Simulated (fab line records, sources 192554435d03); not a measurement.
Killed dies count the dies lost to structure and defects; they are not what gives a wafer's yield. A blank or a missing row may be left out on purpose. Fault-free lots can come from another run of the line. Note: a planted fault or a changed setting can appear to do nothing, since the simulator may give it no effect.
Matching of chambers	flow n5-finfet	4 sister chambers for N5_BEOL_M8_STRIP_19 on rie-diel-04
The step strips in O2. 18 wafers are shown with their chamber, then 9 later ones without.

## EACH WAFER AND ITS CHAMBER
wafer	chamber	showerhead-plenum-p-Torr (Torr)	oes-product-au (a.u.)	rf-vpp-V (V)
L076.1	1	2.14	0.87	3.5
L076.4	2	2.01	0.69	2.7
L076.5	2	2.01	0.70	4.7
L077.1	3	2.24	0.91	3.6
L077.4	0	2.10	0.72	5.0
L077.5	1	2.14	0.87	3.7
L080.1	0	2.10	0.72	4.2
L080.4	0	2.10	0.71	4.4
L080.6	3	2.24	0.92	3.8
L082.3	3	2.23	0.90	3.9
L082.4	2	2.00	0.68	5.0
L082.6	3	2.23	0.89	4.8
L084.1	0	2.10	0.70	2.8
L084.4	2	2.00	0.68	4.7
L084.6	2	2.00	0.68	3.3
L083.2	3	2.23	0.89	3.5
L083.4	0	2.10	0.69	3.5
L083.6	0	2.10	0.70	4.5

SIGNATURES (averages over the wafers above)
reading	chamber 0	chamber 1	chamber 2	chamber 3	scatter within a chamber
showerhead-plenum-p-Torr	2.1000	2.1400	2.0040	2.2340	0.00414
oes-product-au	0.7067	0.8700	0.6860	0.9020	0.0111
rf-vpp-V	4.067	3.600	4.080	3.920	0.771
Rule: distance of a wafer from a chamber = root of the sum over the readings of ((wafer's reading minus chamber's mean) / reading's scatter) squared. The wafer belongs to the nearest chamber; if the next one is less than 2 further off, it can't be placed. The scatter: take each reading less its chamber's mean, square it, sum over the shown wafers, divide by the number of wafers less the number of chambers, and take the root.

## WAFERS MISSING THEIR CHAMBER
wafer	showerhead-plenum-p-Torr (Torr)	oes-product-au (a.u.)	rf-vpp-V (V)
L092.1	2.09	0.69	3.4
L092.2	2.23	0.85	3.8
L092.6	2.12	0.81	3.8
L094.1	2.22	0.85	3.9
L094.2	2.12	0.80	3.8
L094.5	2.26	0.95	3.7
L096.2	2.12	0.80	3.9
L096.4	2.22	0.84	2.8
L096.5	2.09	0.68	4.4

## THE CHAMBER EACH PASSED THROUGH
wafer	from the rows above	in truth
L092.1	0	0
L092.2	3	3
L092.6	1	1
L094.1	3	3
L094.2	can't be placed: 1 or 0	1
L094.5	3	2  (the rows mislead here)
L096.2	can't be placed: 1 or 0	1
L096.4	3	3
L096.5	0	0
Correct placement for 6 of the 9. Can't be placed from these rows: 2 (the true chamber is among the candidates in 2). 1 placed wrongly.
